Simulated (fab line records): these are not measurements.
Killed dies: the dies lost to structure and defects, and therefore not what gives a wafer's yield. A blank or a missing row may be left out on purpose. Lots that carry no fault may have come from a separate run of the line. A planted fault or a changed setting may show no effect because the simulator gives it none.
Split-lot study + flow n5Finfet + route with 1938 steps; 7 lots, 21 wafers read

THE SPLIT ITSELF
At N5_BEOL_M4_EXPOSE_25 (exposes mask V3, defocus 5 nm), the setting doseMj was moved away from the recipe's 63 on 6 of the 21 wafers read, by -7.0% to +7.4%. This setting was run at the recipe's value on the other wafers.

FROM THE SPLIT TO THE READING: what the file shows between them, 2 steps
- N5_BEOL_M4_PEB_26: peb time 60 s
- N5_BEOL_M4_DEVELOP_27: develop time 30 s

THE READING
cdNm, in nm, at N5_BEOL_M4_CD_MEAS_28 (target cd 26.2 nm, target cd y 24.1 nm). On this fab line, fault-free wafers typically give 26.19 nm with a standard deviation of 0.25 nm.

| wafer  | tool, chamber at the split | doseMj as run | against the recipe | cdNm, nm | against lot-mates on the recipe |
|--------|----------------------------|---------------|--------------------|----------|---------------------------------|
| L074.3 | euvScanner-02, 0           | 63            | recipe             | 26.21    | -                               |
| L074.4 | euvScanner-02, 0           | 65.77         | +4.4%              | 26.75    | +0.54                           |
| L074.6 | euvScanner-02, 0           | 65.77         | +4.4%              | 26.95    | +0.74                           |
| L076.3 | euvScanner-02, 0           | 63            | recipe             | 25.94    | -                               |
| L076.4 | euvScanner-02, 0           | 63            | recipe             | 26.30    | -                               |
| L076.6 | euvScanner-02, 0           | 63            | recipe             | 26.07    | -                               |
| L081.2 | euvScanner-02, 0           | 63            | recipe             | 26.12    | -                               |
| L081.3 | euvScanner-02, 0           | 63            | recipe             | 26.61    | -                               |
| L081.4 | euvScanner-02, 0           | 63            | recipe             | 26.03    | -                               |
| L084.3 | euvScanner-01, 0           | 59.96         | -4.8%              | 24.81    | -0.95                           |
| L084.4 | euvScanner-01, 0           | 63            | recipe             | 25.96    | -                               |
| L084.5 | euvScanner-01, 0           | 63            | recipe             | 25.55    | -                               |
| L094.4 | euvScanner-01, 0           | 63            | recipe             | 26.38    | -                               |
| L094.5 | euvScanner-01, 0           | 67.66         | +7.4%              | 27.75    | +1.53                           |
| L094.6 | euvScanner-01, 0           | 63            | recipe             | 26.06    | -                               |
| L095.1 | euvScanner-02, 0           | 63            | recipe             | 26.10    | -                               |
| L095.4 | euvScanner-02, 0           | 63            | recipe             | 25.89    | -                               |
| L095.5 | euvScanner-02, 0           | 63            | recipe             | 26.26    | -                               |
| L096.4 | euvScanner-02, 0           | 58.56         | -7.0%              | 24.83    | -1.82                           |
| L096.5 | euvScanner-02, 0           | 58.56         | -7.0%              | 24.94    | -1.71                           |
| L096.6 | euvScanner-02, 0           | 63            | recipe             | 26.65    | -                               |

FIT RESULTS
A straight line over all 21 wafers: cdNm changes by +0.195 nm for each +1% of doseMj; r = +0.93; the points scatter about the line by 0.27 nm.
The same after taking each lot's own level away (the mean of its wafers on the recipe; 21 wafers): +0.214 nm for each +1%; r = +0.96; scatter 0.2 nm.
According to that fit, moving doseMj by its largest amount changes the reading by 1.6 nm.
From 25.755 to 26.650 nm: that is the span of the lots' own levels, equal to 3.6 times the standard deviation above.
Consequently the slope shifts little with the lot-to-lot level, the two slopes agreeing.
Check: for one of the wafers moved furthest among these (+7.4%), held out of the fit, the line's prediction against its lot-mates is +1.53 nm. Against them it came out at +1.53 nm.

OTHER SPLITS ON THESE WAFERS
These wafers also went through other splits before the reading. Each is held against what the fit with the lots' levels taken away leaves over:
| other split on the same wafers            | wafers away from the commonest value | r with cdNm (lot level and that fit taken away) |
|-------------------------------------------|--------------------------------------|-------------------------------------------------|
| N5_BEOL_M0_SAQP_SPACER2_ETCHBACK_27 timeS | 6                                    | -0.34                                           |
| N5_BEOL_M1_ETCH_64 timeS                  | 9                                    | +0.20                                           |
| N5_BEOL_M2_COAT_61 spinRpm                | 10                                   | -0.36                                           |
| N5_BEOL_M2_COAT_67 spinRpm                | 11                                   | -0.21                                           |
| N5_BEOL_M2_EXPOSE_25 doseMj               | 5                                    | -0.17                                           |
| N5_BEOL_M4_COAT_62 spinRpm                | 5                                    | +0.19                                           |

FILE'S OWN FIT
cdNm changes by +0.212 nm for each +1% of doseMj, r = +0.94.
